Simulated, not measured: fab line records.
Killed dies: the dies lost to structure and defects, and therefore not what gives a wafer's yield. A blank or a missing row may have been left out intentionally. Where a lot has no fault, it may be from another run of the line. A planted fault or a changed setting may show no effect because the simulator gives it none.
fab line records | flow nand-harc
[record] lots = 11 | wafers = 33 | last-day = 33
route steps=1302 shown P_BONDPAD@352 END@1302
lots that met no fault: taken from a fault-free run of the same line
start-h: hours from the record's first day to the start of the lot's first wafer shown | wait-h: hours since the lot's step before | " as in the row above | L1.1+2: a single row standing in for several wafers | - no value, or no start given | * or withheld: withheld | < > ~ a bound
route shown NAME@n: a module of which the file shows steps, and the number in the route of the first | usual: average and standard deviation across the fault-free wafers | same: alike in all rows | chamber/n: place in a boat | sites: per-site readings | _std_site: the standard deviation of these | _edge_site: inner sites' mean taken away from outer sites' mean | radius-mm: how far each site lies from the wafer's centre | mask NAME#n: copy n | behind: the most recent tool/chamber to have shaped the wafer | hold: why the lot went on hold/how many hours it stayed there/how the hold came to an end | device: whichever transistor did not switch (one of n, p or np) | end of line: the same wafers' tests at the end of the route | for a step that has no rows: nothing shown but its recipe | killed: dies that structure and defects cost at the first sort, which is not the same as the wafer's yield | map: a wafer's dies, marking killed ones x, the rest . and places with no die _
set.NAME: the setting the step ran with; set.NAME@STEP: the setting that earlier step ran with | model.NAME: the simulator's own value behind a step, which no gauge read
steps of the route over a sample of lots; a table a step, a row a wafer
services: from which hour (start-h, from the record's first day; less than 0 if before it) a tool's chamber was out of use, for how many hours, and why
[[steps]]
[step NHARC_P_BONDPAD_CMP_32]
[recipe] target-thk-nm = 200 | material = SiCN
[usual] edge-zone-pressure-frac = 1.000/0.0049 | motor-current-A = 12.0/1.2
lot.wafer | tool   | chamber | start-h | wait-h | edge-zone-pressure-frac | motor-current-A
L686.1    | cmp-01 | 0       | 140.29  | -      | 1.001                   | 13.8
L686.2    | "      | 2       | "       | "      | 1.001                   | 12.3
L686.6    | "      | 0       | "       | "      | 1.001                   | 12.2
L695.2    | cmp-01 | 2       | 222.31  | -      | 0.997                   | 11.8
L695.1    | "      | 3       | "       | "      | 1.006                   | 10.7
L695.5    | "      | 2       | "       | "      | 1.000                   | 11.4
L697.3    | cmp-01 | 3       | 239.02  | -      | 1.000                   | 10.6
L697.6    | "      | 2       | "       | "      | 0.995                   | 11.5
L697.5    | "      | 3       | "       | "      | 1.007                   | 10.8
L702.2    | cmp-03 | 0       | 294.38  | -      | 0.989                   | 13.2
L702.3    | "      | 3       | "       | "      | 0.994                   | 12.7
L702.6    | "      | 1       | "       | "      | 1.001                   | 10.0
L703.2    | cmp-03 | 1       | 304.11  | -      | 1.006                   | 9.9
L703.3    | "      | 2       | "       | "      | 0.994                   | 12.4
L703.6    | "      | 2       | "       | "      | 0.994                   | 12.4
L704.1    | cmp-03 | 3       | 315.45  | -      | 1.002                   | 13.0
L704.6    | "      | 0       | "       | "      | 0.997                   | 13.5
L704.5    | "      | 1       | "       | "      | 1.006                   | 9.9
L705.3    | cmp-02 | 2       | 319.18  | -      | 0.997                   | 13.4
L705.2    | "      | 3       | "       | "      | 1.002                   | 10.7
L705.5    | "      | 2       | "       | "      | 0.997                   | 12.7
L706.3    | cmp-01 | 2       | 333.61  | -      | 1.001                   | 11.6
L706.1    | "      | 3       | "       | "      | 0.999                   | 11.0
L706.6    | "      | 2       | "       | "      | 1.006                   | 12.1
L707.4    | cmp-02 | 3       | 344.28  | -      | 1.003                   | 10.5
L707.1    | "      | 1       | "       | "      | 0.996                   | 12.9
L707.5    | "      | 3       | "       | "      | 1.006                   | 10.6
L708.1    | cmp-01 | 3       | 349.04  | -      | 0.995                   | 10.6
L708.4    | "      | 0       | "       | "      | 0.997                   | 13.1
L708.3    | "      | 1       | "       | "      | 1.005                   | 12.3
L709.4    | cmp-02 | 2       | 364.89  | -      | 1.002                   | 12.7
L709.2    | "      | 0       | "       | "      | 0.997                   | 13.4
L709.5    | "      | 1       | "       | "      | 0.991                   | 11.9
[step NHARC_P_BONDPAD_ETCH_37]
[recipe] target-depth-a = 600 | overetch-a = 180 | time-s = 65.91 | ion-energy-ev = 200 | n2-flow-sccm = 150 | h2-flow-sccm = 150 | ar-flow-sccm = 0 | rf-w = 400 | bias-w = 150 | chemistry = N2/H2
[usual] drypump-motor-current-A = 5.7/0.37 | oes-product-au = 0.995/0.0099 | rf-vpp-V = 429.1/2 | showerhead-plenum-p-Torr = 1.99/0.065 | throttle-valve-pct = 14.170/0.0094
lot.wafer | tool        | chamber | start-h | wait-h | drypump-motor-current-A | oes-product-au | rf-hours-counter-h | rf-vpp-V | showerhead-plenum-p-Torr | throttle-valve-pct
L686.1    | rie-diel-05 | 3       | 141.38  | 0.1    | 6.0                     | 1.006          | 5.2                | 428.7    | 1.95                     | 14.175
L686.2    | "           | 1       | "       | "      | 5.6                     | 0.991          | 4.4                | 430.4    | 2.03                     | 14.170
L686.6    | "           | 0       | "       | "      | 5.4                     | 0.990          | -                  | 425.5    | 1.91                     | 14.176
L695.1    | rie-diel-12 | 3       | 223.45  | 0.1    | 5.4                     | 0.995          | 9.0                | 426.8    | 1.95                     | 14.170
L695.2    | "           | 1       | "       | "      | 5.8                     | 1.005          | 7.8                | 428.0    | 1.95                     | 14.175
L695.5    | "           | 2       | "       | "      | 5.6                     | 0.999          | -                  | 431.3    | 2.05                     | 14.167
L697.3    | rie-diel-12 | 1       | 240.14  | 0.1    | 5.8                     | 1.000          | 8.2                | 428.2    | 1.95                     | 14.173
L697.5    | "           | 3       | "       | "      | 5.4                     | 1.003          | -                  | 427.8    | 1.95                     | 14.175
L697.6    | "           | 1       | "       | "      | 5.8                     | 0.992          | -                  | 428.0    | 1.95                     | 14.171
L702.2    | rie-diel-08 | 0       | 295.37  | 0.1    | 6.3                     | 1.006          | 2.5                | 432.0    | 2.08                     | 14.169
L702.3    | "           | 1       | "       | "      | 6.1                     | 0.993          | 2.5                | 429.5    | 1.97                     | 14.158
L702.6    | "           | 3       | "       | "      | 6.2                     | 0.985          | -                  | 432.9    | 2.11                     | 14.165
L703.2    | rie-diel-12 | 3       | 305.14  | 0.1    | 5.4                     | 1.005          | 1.4                | 428.3    | 1.95                     | 14.173
L703.3    | "           | 0       | "       | "      | 5.2                     | 0.994          | 1.5                | 427.2    | 1.93                     | 14.180
L703.6    | "           | 2       | "       | "      | 5.6                     | 0.976          | -                  | 430.1    | 2.05                     | 14.189
L704.1    | rie-diel-12 | 1       | 316.52  | 0.1    | 5.8                     | 0.980          | 1.4                | 428.5    | 1.95                     | 14.182
L704.5    | "           | 0       | "       | "      | 5.2                     | 1.008          | -                  | 428.1    | 1.93                     | 14.175
L704.6    | "           | 1       | "       | "      | 5.8                     | 0.984          | -                  | 427.4    | 1.95                     | 14.159
L705.3    | rie-diel-08 | 1       | 320.27  | 0.1    | 6.1                     | 0.982          | 2.9                | 429.0    | 1.97                     | 14.167
L705.2    | "           | 2       | "       | "      | 5.1                     | 1.000          | 3.1                | 430.2    | 2.06                     | 14.177
L705.5    | "           | 2       | "       | "      | 5.1                     | 0.983          | -                  | 429.3    | 2.06                     | 14.177
L706.3    | rie-diel-12 | 3       | 334.71  | 0.1    | 5.4                     | 0.998          | 2.9                | 428.4    | 1.95                     | 14.172
L706.1    | "           | 0       | "       | "      | 5.3                     | 1.003          | 3.8                | 427.8    | 1.93                     | 14.165
L706.6    | "           | 3       | "       | "      | 5.4                     | 0.994          | -                  | 427.5    | 1.95                     | 14.177
L707.1    | rie-diel-12 | 3       | 345.39  | 0.1    | 5.4                     | 1.003          | 3.0                | 428.3    | 1.95                     | 14.163
L707.4    | "           | 0       | "       | "      | 5.2                     | 0.997          | 3.9                | 425.7    | 1.93                     | 14.154
L707.5    | "           | 1       | "       | "      | 5.8                     | 0.980          | -                  | 428.8    | 1.95                     | 14.161
L708.1    | rie-diel-12 | 3       | 350.14  | 0.1    | 5.4                     | 1.013          | 3.2                | 428.6    | 1.95                     | 14.160
L708.3    | "           | 0       | "       | "      | 5.2                     | 0.998          | 4.1                | 427.2    | 1.93                     | 14.187
L708.4    | "           | 2       | "       | "      | 5.6                     | 0.971          | 2.8                | 431.1    | 2.05                     | 14.170
L709.4    | rie-diel-12 | 0       | 365.98  | 0.1    | 5.2                     | 1.015          | 6.0                | 427.3    | 1.93                     | 14.179
L709.2    | "           | 1       | "       | "      | 5.8                     | 0.986          | 4.9                | 427.9    | 1.94                     | 14.160
L709.5    | "           | 0       | "       | "      | 5.2                     | 1.012          | -                  | 427.4    | 1.93                     | 14.178
[step NHARC_P_BONDPAD_ETCH_24]
[recipe] target-depth-a = 300 | over-etch-frac = 0.3 | time-s = 72.99 | ion-energy-ev = 150 | cf4-flow-sccm = 50 | n2-flow-sccm = 100 | ar-flow-sccm = 150 | rf-w = 300 | bias-w = 100 | chemistry = CF4/N2
[usual] drypump-motor-current-A = 5.8/0.41 | oes-product-au = 0.996/0.0099 | rf-vpp-V = 313.7/1.6 | showerhead-plenum-p-Torr = 2.60/0.082 | throttle-valve-pct = 19.795/0.009
lot.wafer | tool        | chamber | start-h | wait-h | drypump-motor-current-A | oes-product-au | rf-hours-counter-h | rf-vpp-V | showerhead-plenum-p-Torr | throttle-valve-pct
L686.2    | rie-diel-08 | 0       | -       | -      | 6.2                     | 0.992          | 3.0                | 316.2    | 2.67                     | 19.806
L686.1    | "           | 1       | "       | "      | 6.1                     | 0.992          | 2.7                | 312.0    | 2.55                     | 19.783
L686.6    | "           | 3       | "       | "      | 6.2                     | 0.985          | -                  | 315.8    | 2.71                     | 19.779
L695.1    | rie-diel-05 | 1       | -       | -      | 5.6                     | 1.002          | 9.3                | 314.9    | 2.62                     | 19.801
L695.2    | "           | 2       | "       | "      | 6.2                     | 1.002          | 10.6               | 315.2    | 2.67                     | 19.798
L695.5    | "           | 1       | "       | "      | 5.6                     | 0.992          | -                  | 313.9    | 2.62                     | 19.797
L697.3    | rie-diel-05 | 1       | 240.65  | 0.1    | 5.6                     | 0.995          | 0.1                | 314.4    | 2.62                     | 19.816
L697.6    | "           | 1       | "       | "      | 5.6                     | 0.995          | -                  | 313.8    | 2.62                     | 19.793
L697.5    | "           | 2       | "       | "      | 6.2                     | 1.009          | -                  | 316.8    | 2.67                     | 19.777
L702.3    | rie-diel-08 | 0       | -       | -      | 6.2                     | 1.003          | 2.6                | 315.4    | 2.67                     | 19.803
L702.2    | "           | 1       | "       | "      | 6.1                     | 0.983          | 2.6                | 313.5    | 2.55                     | 19.793
L702.6    | "           | 0       | "       | "      | 6.3                     | 0.997          | -                  | 315.6    | 2.67                     | 19.803
L703.3    | rie-diel-08 | 2       | -       | -      | 5.1                     | 1.001          | 2.9                | 314.6    | 2.65                     | 19.797
L703.2    | "           | 0       | "       | "      | 6.2                     | 1.007          | 2.8                | 314.1    | 2.67                     | 19.788
L703.6    | "           | 3       | "       | "      | 6.2                     | 0.993          | -                  | 314.6    | 2.71                     | 19.777
L704.1    | rie-diel-08 | 1       | -       | -      | 6.1                     | 0.995          | 2.9                | 314.7    | 2.55                     | 19.793
L704.6    | "           | 3       | "       | "      | 6.2                     | 1.004          | -                  | 315.9    | 2.71                     | 19.791
L704.5    | "           | 0       | "       | "      | 6.3                     | 1.011          | -                  | 314.5    | 2.67                     | 19.786
L705.3    | rie-diel-05 | 0       | -       | -      | 5.4                     | 0.988          | 6.2                | 312.8    | 2.46                     | 19.813
L705.2    | "           | 1       | "       | "      | 5.6                     | 1.012          | 6.8                | 314.5    | 2.61                     | 19.794
L705.5    | "           | 3       | "       | "      | 6.0                     | 0.992          | -                  | 312.6    | 2.51                     | 19.797
L706.1    | rie-diel-05 | 2       | -       | -      | 6.2                     | 1.000          | 6.7                | 314.4    | 2.67                     | 19.794
L706.3    | "           | 0       | "       | "      | 5.4                     | 0.993          | 7.8                | 311.8    | 2.46                     | 19.800
L706.6    | "           | 2       | "       | "      | 6.2                     | 0.988          | -                  | 314.3    | 2.67                     | 19.787
L707.1    | rie-diel-08 | 2       | -       | -      | 5.1                     | 1.011          | 3.6                | 314.5    | 2.65                     | 19.815
L707.4    | "           | 1       | "       | "      | 6.0                     | 0.990          | 3.4                | 312.9    | 2.55                     | 19.792
L707.5    | "           | 2       | "       | "      | 5.1                     | 1.011          | -                  | 314.4    | 2.65                     | 19.797
L708.1    | rie-diel-05 | 3       | -       | -      | 5.9                     | 0.988          | 7.3                | 313.4    | 2.51                     | 19.791
L708.4    | "           | 0       | "       | "      | 5.4                     | 0.995          | 8.1                | 310.5    | 2.46                     | 19.791
L708.3    | "           | 1       | "       | "      | 5.6                     | 1.001          | 8.4                | 314.7    | 2.61                     | 19.781
L709.2    | rie-diel-05 | 2       | -       | -      | 6.2                     | 0.997          | 7.9                | 315.1    | 2.67                     | 19.803
L709.4    | "           | 1       | "       | "      | 5.6                     | 0.991          | 9.2                | 313.5    | 2.61                     | 19.791
L709.5    | "           | 3       | "       | "      | 5.9                     | 0.983          | -                  | 313.0    | 2.51                     | 19.799
[step NHARC_P_BONDPAD_PRE_CLEAN_26]
[recipe] time-s = 30 | temp-c = 280 | gas = H2/He
[usual] heater-power-w = 419/51
lot.wafer | tool           | chamber | start-h | wait-h | heater-power-w
L686.1    | pvd-sputter-01 | -       | -       | -      | 446
L686.2    | "              | -       | "       | "      | 485
L686.6    | "              | -       | "       | "      | 449
L695.2    | pvd-sputter-03 | -       | -       | -      | 354
L695.1    | "              | -       | "       | "      | 431
L695.5    | "              | -       | "       | "      | 365
L697.3    | pvd-sputter-01 | -       | -       | -      | 464
L697.5    | "              | -       | "       | "      | 495
L697.6    | "              | -       | "       | "      | 531
L702.2    | pvd-sputter-03 | -       | -       | -      | 364
L702.3    | "              | -       | "       | "      | 403
L702.6    | "              | -       | "       | "      | 421
L703.2    | pvd-sputter-03 | -       | -       | -      | 414
L703.3    | "              | -       | "       | "      | 423
L703.6    | "              | -       | "       | "      | 370
L704.1    | pvd-sputter-01 | -       | -       | -      | 457
L704.6    | "              | -       | "       | "      | 529
L704.5    | "              | -       | "       | "      | 460
L705.3    | pvd-sputter-03 | -       | -       | -      | 361
L705.2    | "              | -       | "       | "      | 419
L705.5    | "              | -       | "       | "      | 426
L706.1    | pvd-sputter-02 | -       | -       | -      | 390
L706.3    | "              | -       | "       | "      | 414
L706.6    | "              | -       | "       | "      | 378
L707.1    | pvd-sputter-01 | -       | -       | -      | 483
L707.4    | "              | -       | "       | "      | 530
L707.5    | "              | -       | "       | "      | 448
L708.4    | pvd-sputter-01 | -       | -       | -      | 467
L708.1    | "              | -       | "       | "      | 492
L708.3    | "              | -       | "       | "      | 454
L709.4    | pvd-sputter-03 | -       | -       | -      | 435
L709.2    | "              | -       | "       | "      | 365
L709.5    | "              | -       | "       | "      | 371
[step NHARC_P_BONDPAD_ACTIVATE_29]
[recipe] time-s = 60 | n2-flow-sccm = 200 | ar-flow-sccm = 0 | bias-power-w = 0 | chemistry = N2
[usual] drypump-motor-current-A = 5.8/0.43 | oes-product-au = 0.992/0.0086 | rf-vpp-V = 64.1/0.83 | showerhead-plenum-p-Torr = 1.75/0.059
[same] bias-power-w = 0
lot.wafer | tool        | chamber | start-h | wait-h | hold                     | drypump-motor-current-A | oes-product-au | rf-hours-counter-h | rf-vpp-V | showerhead-plenum-p-Torr
L686.2    | rie-diel-05 | 3       | 143.95  | 0.1    | -                        | 6.0                     | 0.993          | 5.2                | 64.3     | 1.69
L686.1    | "           | 1       | "       | "      | -                        | 5.6                     | 0.993          | 4.4                | 64.8     | 1.76
L686.6    | "           | 3       | "       | "      | -                        | 6.0                     | 0.986          | -                  | 64.9     | 1.69
L695.1    | rie-diel-05 | 1       | 229.54  | 3.1    | await-dispo/3.0h/release | 5.6                     | 0.987          | 9.3                | 64.8     | 1.76
L695.2    | "           | 2       | "       | "      | await-dispo/3.0h/release | 6.2                     | 1.007          | 10.6               | 64.4     | 1.80
L695.5    | "           | 3       | "       | "      | await-dispo/3.0h/release | 6.0                     | 0.996          | -                  | 63.6     | 1.69
L697.3    | rie-diel-12 | 2       | 245.30  | 2.4    | await-dispo/2.4h/release | 5.6                     | 1.001          | 9.2                | 63.5     | 1.77
L697.6    | "           | 1       | "       | "      | await-dispo/2.4h/release | 5.8                     | 0.989          | -                  | 63.2     | 1.69
L697.5    | "           | 2       | "       | "      | await-dispo/2.4h/release | 5.6                     | 1.004          | -                  | 63.1     | 1.77
L702.3    | rie-diel-08 | 3       | 297.98  | 0.1    | -                        | 6.2                     | 0.995          | 2.7                | 65.2     | 1.83
L702.2    | "           | 0       | "       | "      | -                        | 6.2                     | 1.009          | 2.7                | 64.2     | 1.80
L702.6    | "           | 3       | "       | "      | -                        | 6.2                     | 0.999          | -                  | 63.9     | 1.83
L703.3    | rie-diel-08 | 2       | 307.76  | 0.1    | -                        | 5.1                     | 1.001          | 2.9                | 64.1     | 1.78
L703.2    | "           | 3       | "       | "      | -                        | 6.2                     | 1.000          | 2.9                | 64.4     | 1.83
L703.6    | "           | 2       | "       | "      | -                        | 5.1                     | 0.997          | -                  | 65.1     | 1.78
L704.1    | rie-diel-12 | 2       | 319.12  | 0.1    | -                        | 5.6                     | 0.988          | 1.5                | 64.3     | 1.77
L704.5    | "           | 0       | "       | "      | -                        | 5.2                     | 0.993          | -                  | 64.8     | 1.68
L704.6    | "           | 1       | "       | "      | -                        | 5.8                     | 0.980          | -                  | 64.0     | 1.69
L705.3    | rie-diel-05 | 1       | 322.85  | 0.1    | -                        | 5.6                     | 1.003          | 6.8                | 64.5     | 1.76
L705.2    | "           | 2       | "       | "      | -                        | 6.2                     | 1.005          | 5.7                | 65.6     | 1.80
L705.5    | "           | 1       | "       | "      | -                        | 5.6                     | 1.001          | -                  | 64.3     | 1.76
L706.1    | rie-diel-08 | 2       | 337.21  | 0.1    | -                        | 5.1                     | 0.996          | 3.4                | 65.6     | 1.78
L706.3    | "           | 0       | "       | "      | -                        | 6.3                     | 1.001          | 3.3                | 64.8     | 1.80
L706.6    | "           | 2       | "       | "      | -                        | 5.1                     | 0.988          | -                  | 64.9     | 1.78
L707.1    | rie-diel-05 | 3       | 348.35  | 0.1    | -                        | 6.0                     | 0.986          | 7.3                | 64.8     | 1.68
L707.4    | "           | 1       | "       | "      | -                        | 5.6                     | 0.992          | 8.3                | 65.0     | 1.76
L707.5    | "           | 3       | "       | "      | -                        | 6.0                     | 0.987          | -                  | 64.4     | 1.68
L708.3    | rie-diel-08 | 2       | 352.68  | 0.1    | -                        | 5.1                     | 0.987          | 3.6                | 64.7     | 1.78
L708.4    | "           | 3       | "       | "      | -                        | 6.2                     | 0.994          | 3.5                | 64.1     | 1.83
L708.1    | "           | 0       | "       | "      | -                        | 6.3                     | 0.996          | 3.5                | 65.2     | 1.80
L709.2    | rie-diel-05 | 0       | 368.57  | 0.1    | -                        | 5.4                     | 0.994          | 9.0                | 62.8     | 1.65
L709.4    | "           | 2       | "       | "      | -                        | 6.2                     | 1.005          | 8.1                | 64.7     | 1.80
L709.5    | "           | 0       | "       | "      | -                        | 5.3                     | 1.000          | -                  | 63.1     | 1.65
[step NHARC_END_SORT_01]
[recipe] temp-c = 25
[usual] defect-limited-yield = 91.1/2.9 | killed-at-array = 55/20 | killed-at-other = 0.7/0.96 | killed-at-periphery = 4.1/2.4 | killed-dies = 60/20 | killed-open = 3.3/1.9 | killed-short = 2.8/1.6
[same] gross-dies = 677
lot.wafer | tool      | chamber | start-h | wait-h | defect-limited-yield[%] | killed-at-array | killed-at-other | killed-at-periphery | killed-dies | killed-open | killed-short
L686.1    | prober-01 | 0       | 575.67  | 2.5    | 88.6                    | 67              | 0               | 10                  | 77          | 5           | 4
L686.2    | prober-01 | 0       | 576.48  | 2.8    | 89.5                    | 65              | 0               | 6                   | 71          | 1           | 4
L686.6    | prober-01 | 0       | 579.73  | 4.1    | 88.5                    | 72              | 0               | 6                   | 78          | 5           | 5
L695.1    | prober-01 | 0       | 676.94  | 2.5    | 39.4                    | 16              | 0               | 394                 | 410         | 4           | 1
L695.2    | prober-01 | 0       | 677.73  | 2.8    | 35.2                    | 17              | 0               | 422                 | 439         | 0           | 1
L695.5    | prober-01 | 0       | 680.10  | 3.7    | 36.9                    | 12              | 0               | 415                 | 427         | 2           | 1
L697.3    | prober-02 | 0       | 682.70  | 3.1    | 35.9                    | 29              | 0               | 405                 | 434         | 2           | 1
L697.5    | prober-02 | 0       | 684.29  | 3.7    | 36.0                    | 23              | 2               | 408                 | 433         | 2           | 2
L697.6    | prober-02 | 0       | 685.08  | 4.0    | 39.9                    | 29              | 2               | 376                 | 407         | 5           | 5
L702.2    | prober-01 | 0       | 714.26  | 2.8    | 86.4                    | 89              | 2               | 1                   | 92          | 1           | 0
L702.3    | prober-01 | 0       | 715.06  | 3.1    | 86.9                    | 86              | 2               | 1                   | 89          | 6           | 3
L702.6    | prober-01 | 0       | 717.47  | 4.0    | 87.6                    | 82              | 0               | 2                   | 84          | 4           | 3
L704.1    | prober-01 | 0       | 748.13  | 2.5    | 86.1                    | 93              | 0               | 1                   | 94          | 3           | 3
L704.5    | prober-01 | 0       | 751.34  | 3.7    | 87.7                    | 83              | 0               | 0                   | 83          | 1           | 0
L704.6    | prober-01 | 0       | 752.14  | 4.0    | 85.8                    | 95              | 0               | 1                   | 96          | 3           | 4
L707.1    | prober-02 | 0       | 782.76  | 2.5    | 92.6                    | 45              | 0               | 5                   | 50          | 6           | 2
L707.4    | prober-02 | 0       | 785.17  | 3.4    | 92.8                    | 47              | 0               | 2                   | 49          | 3           | 3
L707.5    | prober-02 | 0       | 785.98  | 3.7    | 93.2                    | 44              | 0               | 2                   | 46          | 2           | 3
// killed by level:class
L686.1 A_CHANNEL_HOLE_D1:chamber-film-flake=26 A_CHANNEL_HOLE_D2:chamber-film-flake=16 P_GATE:chamber-film-flake=9 A_BONDPAD:chamber-film-flake=7 A_CONTACT:chamber-film-flake=4 A_STAIRCASE:chamber-film-flake=3 A_ONON_D1:geometric-particle:open=2 A_ONON_D2:geometric-particle:open=2
L686.2 A_CHANNEL_HOLE_D2:chamber-film-flake=28 A_CHANNEL_HOLE_D1:chamber-film-flake=23 P_M1:chamber-film-flake=3 A_STAIRCASE:chamber-film-flake=3 A_BONDPAD:chamber-film-flake=3 A_CHANNEL_FILL_D2:geometric-particle:short=2 P_GATE:chamber-film-flake=2 A_CONTACT:chamber-film-flake=2
L686.6 A_CHANNEL_HOLE_D1:chamber-film-flake=30 A_CHANNEL_HOLE_D2:chamber-film-flake=24 A_BONDPAD:chamber-film-flake=5 P_M1:chamber-film-flake=4 A_CHANNEL_FILL_D2:geometric-particle:open=3 A_DECK1_JOINT:geometric-particle:short=2 A_STAIRCASE:chamber-film-flake=2 A_CONTACT:chamber-film-flake=2
L695.1 P_BONDPAD:unspecified=388 A_CHANNEL_HOLE_D2:chamber-film-flake=8 P_M2:chamber-film-flake=3 A_STAIRCASE:chamber-film-flake=3 A_CHANNEL_HOLE_D1:chamber-film-flake=3 P_GATE:geometric-particle:open=1 P_CONTACT:geometric-particle:open=1 P_M0:geometric-particle:open=1
L695.2 P_BONDPAD:unspecified=417 A_CHANNEL_HOLE_D2:chamber-film-flake=10 A_CHANNEL_HOLE_D1:chamber-film-flake=3 P_STI:chamber-film-flake=2 P_M2:chamber-film-flake=2 A_CONTACT:chamber-film-flake=2 P_M1:geometric-particle:short=1 A_DECK1_JOINT:chamber-film-flake=1
L695.5 P_BONDPAD:unspecified=410 A_CHANNEL_HOLE_D2:chamber-film-flake=5 A_CHANNEL_HOLE_D1:chamber-film-flake=3 A_BLC:geometric-particle:open=2 P_M2:chamber-film-flake=2 P_M2:geometric-particle:short=1 P_ZERO_WELL:chamber-film-flake=1 P_CONTACT:chamber-film-flake=1
L697.3 P_BONDPAD:unspecified=400 A_CHANNEL_HOLE_D2:chamber-film-flake=14 A_CONTACT:chamber-film-flake=4 A_CHANNEL_HOLE_D1:chamber-film-flake=4 P_M2:chamber-film-flake=2 A_DECK1_JOINT:chamber-film-flake=2 A_SOURCE_PLATE:geometric-particle:open=1 A_ONON_D1:geometric-particle:short=1
L697.5 P_BONDPAD:unspecified=403 A_CHANNEL_HOLE_D2:chamber-film-flake=11 A_CHANNEL_HOLE_D1:chamber-film-flake=3 A_M1:chamber-film-flake=3 THIN_TSV:chamber-film-flake=2 P_CONTACT:geometric-particle:open=1 A_SOURCE_PLATE:geometric-particle:short=1 A_ONON_D1:geometric-particle:open=1
L697.6 P_BONDPAD:unspecified=374 A_CHANNEL_HOLE_D2:chamber-film-flake=9 A_CHANNEL_HOLE_D1:chamber-film-flake=6 A_SLIT:chamber-film-flake=4 A_CHANNEL_FILL_D2:geometric-particle:open=2 THIN_TSV:chamber-film-flake=2 P_GATE:geometric-particle:short=1 P_M0:geometric-particle:short=1
L702.2 A_SLIT:chamber-film-flake=32 A_CHANNEL_HOLE_D1:chamber-film-flake=29 A_CHANNEL_HOLE_D2:chamber-film-flake=19 A_CONTACT:chamber-film-flake=4 A_STAIRCASE:chamber-film-flake=2 A_BLC:chamber-film-flake=2 THIN_TSV:chamber-film-flake=2 A_WL_FILL:geometric-particle:open=1
L702.3 A_CHANNEL_HOLE_D1:chamber-film-flake=28 A_SLIT:chamber-film-flake=27 A_CHANNEL_HOLE_D2:chamber-film-flake=18 A_CONTACT:chamber-film-flake=3 A_BLC:geometric-particle:open=2 A_CHANNEL_HOLE_D1:geometric-particle:short=1 A_DECK1_JOINT:geometric-particle:short=1 A_ONON_D2:geometric-particle:open=1
L702.6 A_CHANNEL_HOLE_D1:chamber-film-flake=30 A_SLIT:chamber-film-flake=27 A_CHANNEL_HOLE_D2:chamber-film-flake=12 A_CONTACT:chamber-film-flake=3 A_BLC:geometric-particle:open=2 A_CHANNEL_HOLE_D1:geometric-particle:short=1 A_ONON_D2:geometric-particle:short=1 A_WL_FILL:geometric-particle:open=1
L704.1 A_SLIT:chamber-film-flake=30 A_CHANNEL_HOLE_D1:chamber-film-flake=27 A_CHANNEL_HOLE_D2:chamber-film-flake=21 A_CONTACT:chamber-film-flake=5 A_M0:geometric-particle:short=2 A_STAIRCASE:chamber-film-flake=2 A_CHANNEL_FILL_D1:geometric-particle:open=1 A_CHANNEL_HOLE_D2:geometric-particle:short=1
L704.5 A_CHANNEL_HOLE_D1:chamber-film-flake=30 A_SLIT:chamber-film-flake=25 A_CHANNEL_HOLE_D2:chamber-film-flake=23 A_CONTACT:chamber-film-flake=3 A_SGD_CUT:geometric-particle:open=1 A_STAIRCASE:chamber-film-flake=1
L704.6 A_CHANNEL_HOLE_D2:chamber-film-flake=29 A_CHANNEL_HOLE_D1:chamber-film-flake=26 A_SLIT:chamber-film-flake=25 A_CONTACT:chamber-film-flake=9 A_M0:geometric-particle:short=2 P_GATE:geometric-particle:open=1 A_ONON_D1:geometric-particle:open=1 A_SGD_CUT:geometric-particle:short=1
L707.1 A_CHANNEL_HOLE_D1:chamber-film-flake=19 A_CONTACT:chamber-film-flake=9 A_SLIT:chamber-film-flake=6 P_ZERO_WELL:chamber-film-flake=4 A_WL_FILL:geometric-particle:open=2 A_CHANNEL_FILL_D2:chamber-film-flake=2 A_STAIRCASE:chamber-film-flake=2 P_CONTACT:geometric-particle:open=1
L707.4 A_CHANNEL_HOLE_D1:chamber-film-flake=16 A_SLIT:chamber-film-flake=10 A_CHANNEL_FILL_D2:chamber-film-flake=7 A_STAIRCASE:chamber-film-flake=3 A_CONTACT:chamber-film-flake=3 P_M0:geometric-particle:open=1 A_CHANNEL_FILL_D1:geometric-particle:short=1 A_ONON_D2:geometric-particle:open=1
L707.5 A_CHANNEL_HOLE_D1:chamber-film-flake=15 A_SLIT:chamber-film-flake=14 A_CONTACT:chamber-film-flake=6 A_CHANNEL_FILL_D1:geometric-particle:short=2 P_ZERO_WELL:chamber-film-flake=2 A_CHANNEL_FILL_D2:chamber-film-flake=2 A_STAIRCASE:chamber-film-flake=2 A_ONON_D2:geometric-particle:short=1
[[services]]
tool           | chamber | start-h | hours | kind
pvd-sputter-01 | -       | 141.20  | 0.8   | repair
cmp-01         | -       | 151.49  | 0.5   | repair
pvd-sputter-03 | -       | 153.36  | 22.0  | repair
pvd-sputter-03 | -       | 175.37  | 10.0  | pm
rie-diel-05    | -       | 179.05  | 1.7   | repair
rie-diel-08    | 3       | 184.47  | 3.8   | repair
cmp-01         | -       | 188.32  | 4.0   | pm
rie-diel-12    | 1       | 190.19  | 8.3   | repair
rie-diel-08    | -       | 190.80  | 9.0   | pm
cmp-01         | -       | 206.10  | 2.3   | repair
rie-diel-08    | 3       | 211.20  | 6.9   | repair
rie-diel-12    | 0       | 212.10  | 42.8  | repair
pvd-sputter-01 | -       | 226.00  | 10.0  | pm
rie-diel-05    | -       | 229.63  | 9.0   | pm
rie-diel-12    | -       | 252.16  | 0.4   | repair
rie-diel-12    | -       | 268.45  | 9.0   | pm
cmp-01         | -       | 273.47  | 0.3   | repair
pvd-sputter-01 | -       | 275.33  | 1.6   | repair
cmp-01         | -       | 286.32  | 4.0   | pm
cmp-01         | -       | 296.61  | 0.9   | repair
rie-diel-12    | 0       | 301.09  | 3.1   | repair
cmp-01         | -       | 331.64  | 0.9   | repair
cmp-01         | -       | 349.61  | 2.6   | repair
rie-diel-08    | -       | 367.85  | 9.0   | pm
[[key]]
[first-sign] step = NHARC_END_SORT_01 | reading = killed-at-periphery | direction = up | sigmas = 99+ | usual = 4.1 | struck = 403.3
[effect] step = NHARC_END_SORT_01 | reading = defect-limited-yield | direction = down | sigmas = 18 | usual = 91.1 | struck = 37.2
[more-kills-born-at] NHARC_P_BONDPAD_CMP_32@cmp-01 = 2392
met-at NHARC_P_BONDPAD_CMP_32
struck-lots L695,L697
not-acting-at NHARC_P_BONDPAD_ETCH_37,NHARC_P_BONDPAD_ETCH_24,NHARC_P_BONDPAD_PRE_CLEAN_26
onset-between 140.29 222.31
[fault] kind = chamber-particle-source | tool = cmp-01 | chamber = - | onset-h = 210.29 | steps = NHARC_P_BONDPAD_CMP_32 | rate-per-visit-cm2 = 1.0245 | end-h = 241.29
